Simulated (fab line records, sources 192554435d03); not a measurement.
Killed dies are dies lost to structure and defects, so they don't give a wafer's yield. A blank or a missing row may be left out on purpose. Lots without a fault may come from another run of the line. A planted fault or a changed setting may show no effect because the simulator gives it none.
Problem report in the 8D (eight disciplines) form, filled by code | flow n5_finfet | the parts of the form that need people (team, actions taken, sign-off) are left out

1. THE PROBLEM
bias_w at N5_BEOL_M6_TRENCH_ETCH_37 reads a mean of 160.2 W on 1 wafer of 1 lot; wafers without a fault read 185.1 W with a standard deviation of 0.57. That is -44 standard deviations from the usual mean.
The step: etches SiCOH lowk in C4F6/O2, target depth 94.435 nm, time 31.5 s.
First seen on wafer L919.5, day 14 19:50, on rie_diel-03. The record holds 15 wafers of 5 lots with a number at this step. Rule for "out", or "out of limits": more than 4 standard deviations from the usual mean. The other wafers with a number count as sound.

2. WHAT IT IS AND WHAT IT IS NOT
question                    | is                | is not
which readings at this step | bias_w, rf_vpp_V  | drypump_motor_current_A, oes_product_au, showerhead_plenum_p_Torr, throttle_valve_pct
which lots                  | L919              | L901, L903, L913, L923
which wafers of those lots  | L919.5            | L919.4, L919.6
read on which tools         | rie_diel-03       | rie_diel-01, rie_diel-04
when                        | from day 14 19:50 | up to then (11 sound wafers); but 3 sound wafers of L923 came after

3. SUSPECTS, AND WHAT RULES EACH OUT
Counting: a tool at a process step up to the reading stays a suspect if it ran every lot that is out. Sound lots after the first of them don't rule it out here, since some wafers of a struck lot are sound.
- rie_diel-03 at N5_BEOL_M6_ETCH_72 (etches underlayer in N2/H2, target depth 6.5 nm, time 5.2 s): kept. It ran the lot that is out, L919 (day 14 19:36); its last sound lot up to then is L903 (day 9 22:07).
- rie_diel-03 at N5_BEOL_M6_STRIP_36 (strips in N2/H2): kept. It ran the lot that is out, L919 (day 14 19:47); its last sound lot up to then is L903 (day 9 22:19).
- rie_diel-03 at N5_BEOL_M6_TRENCH_ETCH_37 (etches SiCOH lowk in C4F6/O2, target depth 94.435 nm, time 31.5 s): kept. It ran the lot that is out, L919 (day 14 19:50); its last sound lot up to then is L903 (day 9 22:21). Its own readings are out on those wafers: bias_w, rf_vpp_V.
- Within rie_diel-03 at N5_BEOL_M6_ETCH_72: the wafers that are out ran in chamber 3; their sound lot-mates ran in chambers 0, 1.
- Within rie_diel-03 at N5_BEOL_M6_STRIP_36: the wafers that are out ran in chamber 3; their sound lot-mates ran in chambers 0, 1.
- Within rie_diel-03 at N5_BEOL_M6_TRENCH_ETCH_37: the wafers that are out ran in chamber 3; their sound lot-mates ran in chambers 0, 1.
Left after counting: rie_diel-03 at N5_BEOL_M6_ETCH_72, rie_diel-03 at N5_BEOL_M6_STRIP_36, rie_diel-03 at N5_BEOL_M6_TRENCH_ETCH_37.

4. THE CAUSE (what the simulator had put in)
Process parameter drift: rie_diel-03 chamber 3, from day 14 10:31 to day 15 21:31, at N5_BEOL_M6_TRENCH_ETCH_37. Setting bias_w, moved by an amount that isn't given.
Counting left 3 suspects, and this tool is among them.

5. THE CHAIN OF EFFECTS, in route order
Each row: a reading whose mean over the struck wafers that have a number lies more than 3 standard deviations from the usual. Only readings for which the record gives a usual standard deviation are gone through. hours: the time from each lot's start at the first step in this table that gives one to its start at this step, as a median over the lots. sigmas: the change in usual standard deviations.
hours | step                      | reading  | usual   | on struck wafers | change | sigmas
0     | N5_BEOL_M6_TRENCH_ETCH_37 | bias_w   | 185.1 W | 160.2            | -24.9  | -44
0     | N5_BEOL_M6_TRENCH_ETCH_37 | rf_vpp_V | 656 V   | 565              | -91    | -8.3
The process steps in it:
- N5_BEOL_M6_TRENCH_ETCH_37: etches SiCOH lowk in C4F6/O2, target depth 94.435 nm, time 31.5 s.
Later measuring or inspecting steps at which every struck wafer that the step has a row for has a number for every such reading, and none has moved that far: N5_BEOL_M6_OCD_MEAS_38, N5_BEOL_M6_CD_MEAS_35, N5_BEOL_M6_THK_MEAS_53.

6. WHAT WOULD HAVE CAUGHT IT SOONER
In this record the first reading out of limits was taken at day 14 19:50, 9 hours after the fault began at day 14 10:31.
